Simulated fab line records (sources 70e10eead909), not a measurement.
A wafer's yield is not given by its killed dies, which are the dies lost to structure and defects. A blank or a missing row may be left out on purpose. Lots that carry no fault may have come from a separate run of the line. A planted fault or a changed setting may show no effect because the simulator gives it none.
Which tool is to blame? ; flow nand harc ; 6 lots with 18 wafers sampled at 5 steps, on a route of 1302 steps

WHAT EACH GAUGE READ, for each wafer
NHARC_END_SORT_01.
lot;measured;on;killed at array
L621;day 31 13:34;prober-02;671 674 670

WHICH TOOL RAN EACH LOT (tool, then ch and the chambers of the sampled wafers, then the start)
lot;NHARC_A_STAIRCASE_DEP_417;NHARC_A_STAIRCASE_DESCUM_443;NHARC_A_STAIRCASE_CMP_450;NHARC_A_STAIRCASE_CMP_472
L604;pecvd-04 ch 0,1,2, day 17 20:50;rie diel-04 ch 1,2,3, day 19 07:23;cmp-04 ch 1,2,3, day 19 13:36;cmp-03 ch 0,1,2, day 19 15:19
L607;pecvd-01 ch 0,2, day 19 02:34;rie diel-04 ch 1,2,3, day 20 14:31;cmp-04 ch 0,1,3, day 20 19:47;cmp-04 ch 1,3, day 20 21:14
L612;pecvd-04 ch 0,1,2, day 20 18:16;rie diel-09 ch 0,2,3, day 22 08:17;cmp-04 ch 0,1,2, day 22 13:32;cmp-04 ch 0,1,3, day 22 14:59
L621;pecvd-01 ch 1,2, day 24 09:42;rie diel-01 ch 0,3, day 26 01:22;cmp-04 ch 1,2,3, day 26 07:35;cmp-02 ch 0,1,2, day 26 09:02
L625;pecvd-01 ch 0,1, day 25 22:16;rie diel-01 ch 0,1, day 27 13:16;cmp-04 ch 1,3, day 27 18:32;cmp-02 ch 1,3, day 27 20:10
L626;pecvd-03 ch 0,2, day 25 23:56;rie diel-04 ch 1,2, day 27 13:44;cmp-03 ch 0,1,3, day 27 19:10;cmp-03 ch 1,3, day 27 20:39
- NHARC_A_STAIRCASE_DEP_417: deposits Si3N4, target thk 60 nm.
- NHARC_A_STAIRCASE_DESCUM_443: chemistry O2, time 3 s.
- NHARC_A_STAIRCASE_CMP_450: polishes SiO2, target thk 200 nm.
- NHARC_A_STAIRCASE_CMP_472: polishes SiO2.

THE ANSWER, worked out from the rows above alone
Rule: usual is defined by the lots themselves. Put in order of their means at a reading, lots are off if they are a third of the lots or fewer, leave a main group of 4 or more, and stand apart from it by a gap of 3 or more times the standard deviation of the main group's means; of several such gaps the widest counts. A main group is skipped when, at the precision printed for the reading in the tables above, its means are all equal. A lot without any number at a reading at which 4 lots or more have one is off too. Where the step has rows for the other lots, those lots are counted as sound.
Nothing can be told from this: no lot is off at any reading shown.

WHAT THE SIMULATOR PUT IN
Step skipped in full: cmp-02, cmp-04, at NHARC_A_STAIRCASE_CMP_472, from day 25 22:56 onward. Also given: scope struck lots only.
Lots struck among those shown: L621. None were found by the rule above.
